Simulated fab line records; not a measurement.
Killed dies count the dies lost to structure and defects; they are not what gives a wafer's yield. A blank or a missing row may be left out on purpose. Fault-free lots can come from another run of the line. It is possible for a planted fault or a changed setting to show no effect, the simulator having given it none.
8D (eight disciplines) problem report, filled in by code -- flow n5-finfet -- the parts of the form that need people (team, actions taken, sign-off) are left out

## 1. THE PROBLEM
At N5_PASSIVATION_PROBE_49, killed-at-front-end averages 112 over 6 wafers from 2 lots, while fault-free wafers read 41, standard deviation 12. That puts it +5.9 standard deviations away from the usual mean.
Earliest sighting: wafer L447.1 on prober-02 at day 16 08:26. Wafers with a number at this step in the record: 6, from 2 lots. Rule for "out", or "out of limits": more than 4 standard deviations from the usual mean. The rest of the wafers with a number are treated as sound.

## 2. WHAT THIS IS AND IS NOT
question,is,is not
which readings at this step,"killed-at-front-end, defect-limited-yield, killed-dies, sort-n-pass, sort-yield-pct","killed_at_M4_up, killed-at-contacts, killed-at-other, killed-open, killed-short, sort_bin_6_memory"
which lots,"L445, L447",-
which wafers of those lots,all that have a number,-
read on which tools,prober-02,-
when,from day 16 08:26,up to then (0 sound wafers)

## 3. SUSPECTS, AND WHAT RULES EACH OUT
Counting: a tool at a process step up to the reading stays a suspect if it ran every lot that is out and no sound lot after the first of them.
- remote-plasma-01 at N5_DUMMY_REMOVAL_PRECLEAN_08 (cleans in NF3:NH3, afs cycles 2, time 20 s, sublimation time 60 s): kept. It ran every lot that is out, first L445 (day 7 22:08), and no sound lot after that.
- prober-02 at N5_PASSIVATION_PROBE_49: kept. It ran every lot that is out, first L447 (day 16 08:26), and no sound lot after that. Its own readings are out on those wafers: defect-limited-yield, killed-at-front-end, killed-dies, sort-n-pass, sort-yield-pct.
After counting, remote-plasma-01 at N5_DUMMY_REMOVAL_PRECLEAN_08 and prober-02 at N5_PASSIVATION_PROBE_49 remain.

## 4. THE CAUSE (what the simulator had put in)
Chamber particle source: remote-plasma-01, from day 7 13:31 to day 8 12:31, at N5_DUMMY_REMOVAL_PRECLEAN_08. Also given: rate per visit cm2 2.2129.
This tool is one of the 2 suspects left after counting.

## 5. SEQUENCE OF EFFECTS, ordered by route
Each row: a reading whose mean over the struck wafers that have a number lies more than 3 standard deviations from the usual. Scope: only readings with a usual standard deviation given in the record; hours: median across lots of the time from each lot's start at the first step in this table that gives one to its start at this step; sigmas: change in usual standard deviations.
hours,step,reading,usual,on struck wafers,change,sigmas
0,N5_PASSIVATION_PROBE_49,defect-limited-yield,91.2 %,84.4,-6.8,-5.2
0,N5_PASSIVATION_PROBE_49,killed-at-front-end,41,112,+70,+5.9
0,N5_PASSIVATION_PROBE_49,killed-dies,104,184,+80,+5.0
0,N5_PASSIVATION_PROBE_49,killed-on-rim,14,29,+15,+3.6
0,N5_PASSIVATION_PROBE_49,sort_bin_5_function,5.1 %,8.9,+3.8,+4.4
0,N5_PASSIVATION_PROBE_49,sort-n-pass,1076,996,-80,-5.0
0,N5_PASSIVATION_PROBE_49,sort-yield-pct,91.2 %,84.4,-6.8,-5.2
It contains these process steps:
- N5_PASSIVATION_PROBE_49

## 6. HOW IT WOULD HAVE BEEN CAUGHT EARLIER
211 hours passed between the start of the fault at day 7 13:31 and the first reading out of limits in this record, taken at day 16 08:26.
An alarm limit of 4 standard deviations would not have fired on the tool readings at N5_DUMMY_REMOVAL_PRECLEAN_08 for which the record gives a usual standard deviation, since none of them was out on any struck wafer.
By day 16 08:26 the whole set of lots that are out, 2 in number, had already begun N5_DUMMY_REMOVAL_PRECLEAN_08 on remote-plasma-01. A hold on the tool at that time would have spared none of them.
